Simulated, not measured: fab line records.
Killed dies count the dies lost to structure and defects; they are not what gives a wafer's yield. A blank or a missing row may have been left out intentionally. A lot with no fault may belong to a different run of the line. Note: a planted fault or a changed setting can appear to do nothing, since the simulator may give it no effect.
Matching of chambers | flow nand_harc | NHARC_P_M0_DEP_32 on pecvd-04 has 3 sister chambers
The step deposits SiCN, target thk 30 nm. 6 wafers are shown with their chamber, then 8 later ones without.

== WAFERS, EACH WITH ITS CHAMBER ==
wafer  | chamber | showerhead_vpp_V (V) | heater_power_w (W)
L077.3 | 2       | 1287                 | 684
L078.1 | 2       | 1295                 | 660
L084.2 | 0       | 1376                 | 633
L084.4 | 1       | 1285                 | 609
L084.6 | 0       | 1384                 | 620
L087.2 | 1       | 1275                 | 637

== WAFERS WHOSE CHAMBER IS MISSING ==
wafer  | showerhead_vpp_V (V) | heater_power_w (W)
L087.3 | 1278                 | 587
L087.5 | 1414                 | 637
L090.2 | 1293                 | 642
L090.3 | 1375                 | 512
L090.6 | 1401                 | 531
L093.3 | 1300                 | 631
L093.5 | 1297                 | 672
L093.6 | 1291                 | 626

== EACH ONE'S CHAMBER ==
wafer  | from the rows above     | in truth
L087.3 | 1                       | 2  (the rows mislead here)
L087.5 | 0                       | 0
L090.2 | can't be placed: 2 or 1 | 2
L090.3 | 0                       | 0
L090.6 | 0                       | 0
L093.3 | can't be placed: 2 or 1 | 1
L093.5 | 2                       | 2
L093.6 | can't be placed: 1 or 2 | 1
Correctly placed: 4 of 8. From these rows, 3 cannot be placed; in 3 the true chamber is one of the candidates. Number placed wrongly: 1.
How it was worked out, from the rows above alone: a wafer's distance from a chamber is the root of the sum, over the readings, of the square of ((its reading less the chamber's mean) divided by the reading's scatter). The wafer belongs to the nearest chamber; if the next one is less than 2 further off, it can't be placed. The mean given for a chamber averages the wafers shown for that chamber. The scatter is the square root of a quotient: the sum, over the shown wafers, of each reading's squared deviation from its chamber's mean, divided by wafers minus chambers.
